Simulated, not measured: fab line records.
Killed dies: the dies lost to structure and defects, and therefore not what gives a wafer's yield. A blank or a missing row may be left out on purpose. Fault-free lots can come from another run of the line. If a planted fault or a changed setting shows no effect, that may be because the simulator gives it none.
Chamber matching + flow n5 finfet + N5_BEOL_M5_ETCH_68 on rie diel-06: 4 sister chambers
The step etches SOC in N2/H2, target depth 80 nm, overetch 16 nm, time 120 s. 18 wafers are shown with their chamber, then 9 later ones without.

WAFERS, EACH WITH ITS CHAMBER
| wafer  | chamber | drypump motor current A (A) | showerhead plenum p Torr (Torr) | oes product au (a.u.) |
|--------|---------|-----------------------------|---------------------------------|-----------------------|
| L074.1 | 0       | 6.5                         | 2.59                            | 0.68                  |
| L074.2 | 1       | 5.8                         | 2.46                            | 0.59                  |
| L074.6 | 3       | 5.6                         | 2.64                            | 0.55                  |
| L075.2 | 1       | 5.8                         | 2.46                            | 0.58                  |
| L075.3 | 0       | 6.5                         | 2.58                            | 0.68                  |
| L075.5 | 2       | 6.7                         | 2.41                            | 0.54                  |
| L077.2 | 0       | 6.4                         | 2.58                            | 0.67                  |
| L077.3 | 1       | 5.8                         | 2.46                            | 0.58                  |
| L077.5 | 3       | 5.6                         | 2.63                            | 0.55                  |
| L081.4 | 0       | 6.5                         | 2.58                            | 0.66                  |
| L081.5 | 2       | 6.7                         | 2.40                            | 0.54                  |
| L081.6 | 3       | 5.6                         | 2.63                            | 0.54                  |
| L083.1 | 2       | 6.7                         | 2.40                            | 0.54                  |
| L083.4 | 3       | 5.6                         | 2.63                            | 0.54                  |
| L083.5 | 2       | 6.7                         | 2.40                            | 0.53                  |
| L086.2 | 3       | 5.6                         | 2.63                            | 0.54                  |
| L086.3 | 1       | 5.8                         | 2.45                            | 0.58                  |
| L086.4 | 0       | 6.5                         | 2.57                            | 0.66                  |

SIGNATURES (averages over the wafers above)
| reading                  | chamber 0 | chamber 1 | chamber 2 | chamber 3 | scatter within a chamber |
|--------------------------|-----------|-----------|-----------|-----------|--------------------------|
| drypump motor current A  | 6.480     | 5.800     | 6.700     | 5.600     | 0.0239                   |
| showerhead plenum p Torr | 2.5800    | 2.4575    | 2.4025    | 2.6320    | 0.00554                  |
| oes product au           | 0.6700    | 0.5825    | 0.5375    | 0.5440    | 0.00692                  |
Rule: for each reading, subtract the chamber's mean from the wafer's reading, divide by that reading's scatter and square the result; add these up over the readings and take the root, which gives the wafer's distance from the chamber. If the next closest chamber is less than 2 further off than the closest, the wafer can't be placed; otherwise it belongs to the closest. The scatter: take each reading less its chamber's mean, square it, sum over the shown wafers, divide by the number of wafers less the number of chambers, and take the root.

WAFERS WITHOUT THEIR CHAMBER
| wafer  | drypump motor current A (A) | showerhead plenum p Torr (Torr) | oes product au (a.u.) |
|--------|-----------------------------|---------------------------------|-----------------------|
| L092.1 | 5.6                         | 2.62                            | 0.53                  |
| L092.2 | 6.4                         | 2.57                            | 0.64                  |
| L092.3 | 6.7                         | 2.72                            | 0.76                  |
| L095.3 | 6.7                         | 2.71                            | 0.74                  |
| L095.4 | 5.8                         | 2.44                            | 0.56                  |
| L095.5 | 5.8                         | 2.44                            | 0.56                  |
| L096.2 | 6.5                         | 2.57                            | 0.64                  |
| L096.3 | 5.6                         | 2.62                            | 0.52                  |
| L096.5 | 5.8                         | 2.44                            | 0.56                  |

THE CHAMBER EACH PASSED THROUGH
| wafer  | from the rows above | in truth                   |
|--------|---------------------|----------------------------|
| L092.1 | 3                   | 3                          |
| L092.2 | 0                   | 0                          |
| L092.3 | 0                   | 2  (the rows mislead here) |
| L095.3 | 0                   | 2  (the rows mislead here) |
| L095.4 | 1                   | 1                          |
| L095.5 | 1                   | 1                          |
| L096.2 | 0                   | 0                          |
| L096.3 | 3                   | 3                          |
| L096.5 | 1                   | 1                          |
Placed correctly: 7 of 9. Left unplaced by these rows: 0. Number placed wrongly: 2.
